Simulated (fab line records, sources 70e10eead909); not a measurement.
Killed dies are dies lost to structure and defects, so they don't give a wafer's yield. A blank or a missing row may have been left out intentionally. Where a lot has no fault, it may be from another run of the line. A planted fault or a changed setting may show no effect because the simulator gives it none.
Which tool was responsible? | flow nand harc | 24 lots, 72 wafers sampled, at 2 steps of a route of 1159

## WHAT EACH GAUGE READ, for each wafer
NHARC_A_CONTACT_CD_MEAS_80. Usual: 189.6 nm for cd nm, sd 0.72.
lot  | measured     | on        | cd nm (nm)        | flag
L074 | day 16 10:29 | cd sem-01 | 189.7 189.2 189.2 |
L077 | day 17 01:29 | cd sem-01 | 189.5 188.9 189.6 |
L076 | day 17 02:14 | cd sem-01 | 189.2 189.7 189.3 |
L079 | day 17 08:01 | cd sem-03 | 190.6 190.0 190.1 |
L075 | day 17 09:00 | cd sem-01 | 190.4 190.7 189.6 |
L078 | day 17 13:27 | cd sem-03 | 189.3 189.4 189.3 |
L080 | day 18 17:25 | cd sem-01 | 189.4 189.5 189.7 |
L081 | day 18 19:13 | cd sem-02 | 189.7 190.0 190.2 |
L083 | day 19 01:42 | cd sem-02 | 190.2 190.1 190.3 |
L082 | day 19 04:18 | cd sem-01 | 189.7 190.1 189.6 |
L084 | day 19 08:05 | cd sem-01 | 189.9 188.6 189.3 |
L085 | day 19 10:33 | cd sem-02 | 190.8 191.0 190.6 |
L087 | day 20 03:05 | cd sem-02 | 189.3 189.3 189.3 |
L086 | day 20 04:10 | cd sem-01 | 190.0 190.1 190.0 |
L092 | day 20 15:06 | cd sem-02 | 188.6 188.4 189.6 |
L091 | day 20 18:10 | cd sem-03 | 190.4 190.6 190.9 |
L089 | day 20 23:53 | cd sem-01 | 188.7 189.0 189.0 |
L088 | day 21 06:17 | cd sem-02 | 187.8 187.4 187.6 |
L093 | day 21 06:55 | cd sem-03 | 190.1 190.4 190.5 |
L090 | day 21 11:14 | cd sem-03 | 189.0 189.0 189.1 |
L094 | day 21 22:43 | cd sem-02 | 189.9 190.1 189.9 |
L095 | day 22 01:05 | cd sem-03 | 189.7 189.3 190.1 |
L096 | day 22 11:02 | cd sem-01 | 189.3 189.4 188.8 |
L097 | day 22 18:10 | cd sem-03 | 189.0 189.0 189.6 |

NHARC_A_M1_CD_MEAS_16. Usual: 120.0 nm for cd nm, sd 0.58.
lot  | measured     | on        | cd nm (nm)        | flag
L074 | day 17 12:19 | cd sem-01 | 119.3 119.7 120.0 |
L077 | day 17 20:36 | cd sem-02 | 120.0 119.7 120.6 |
L076 | day 18 00:05 | cd sem-01 | 120.4 120.3 121.1 |
L079 | day 18 01:32 | cd sem-01 | 120.0 120.9 119.8 |
L075 | day 18 06:57 | cd sem-03 | 120.0 120.4 119.3 |
L078 | day 18 13:20 | cd sem-01 | 119.9 120.5 121.0 |
L080 | day 19 15:26 | cd sem-01 | 119.5 120.7 119.5 |
L081 | day 19 16:03 | cd sem-01 | 119.2 120.1 119.8 |
L083 | day 19 22:55 | cd sem-01 | 120.0 120.7 120.3 |
L082 | day 19 23:35 | cd sem-01 | 119.9 120.1 120.2 |
L084 | day 20 08:56 | cd sem-03 | 119.0 120.7 119.9 |
L085 | day 20 09:40 | cd sem-01 | 118.5 118.4 118.7 |
L087 | day 21 02:56 | cd sem-01 | 120.7 120.1 120.0 |
L086 | day 21 03:38 | cd sem-02 | 119.8 119.6 119.8 |
L092 | day 21 20:34 | cd sem-03 | 120.2 120.7 120.0 |
L091 | day 21 21:05 | cd sem-01 | 120.7 119.9 120.3 |
L089 | day 22 03:20 | cd sem-01 | 120.2 120.6 120.1 |
L088 | day 22 07:09 | cd sem-03 | 120.0 119.6 120.2 |
L093 | day 22 07:55 | cd sem-01 | 120.0 119.8 119.8 |
L090 | day 22 10:17 | cd sem-03 | 118.4 119.8 118.9 |
L094 | day 22 21:28 | cd sem-02 | 119.9 119.9 120.3 |
L095 | day 22 22:02 | cd sem-03 | 120.7 119.9 119.7 |
L096 | day 23 09:31 | cd sem-01 | 119.1 120.4 119.6 |
L097 | day 23 20:40 | cd sem-03 | 120.4 120.0 119.7 |

## WHICH TOOL RAN EACH LOT (tool, then ch and the chambers of the sampled wafers, then the start)
No process step before these readings appears in the record.

## AS READ BY THE TOOLS THEMSELVES (means over the sampled wafers that have a number; for cases with no such wafer, the mark the record gives instead)
The record holds no such reading with a usual standard deviation.

## THE ANSWER, worked out from the rows above alone
Rule: a lot counts as off when the mean over its wafers that have a number is more than 3 standard deviations away from the usual mean. Also off: a lot with no number at a reading for which 4 or more lots have one. Any other lot the step has rows for is counted as sound. After the gauges, taken in route order, come the tools' own readings; for these a lot's mean is taken, as printed above. At the first step where some lot is off, the reading lying furthest off is the one used; lots without a number count as furthest.
No lot is off on any of the readings shown, so nothing can be concluded from this.

## WHAT THE SIMULATOR PUT IN
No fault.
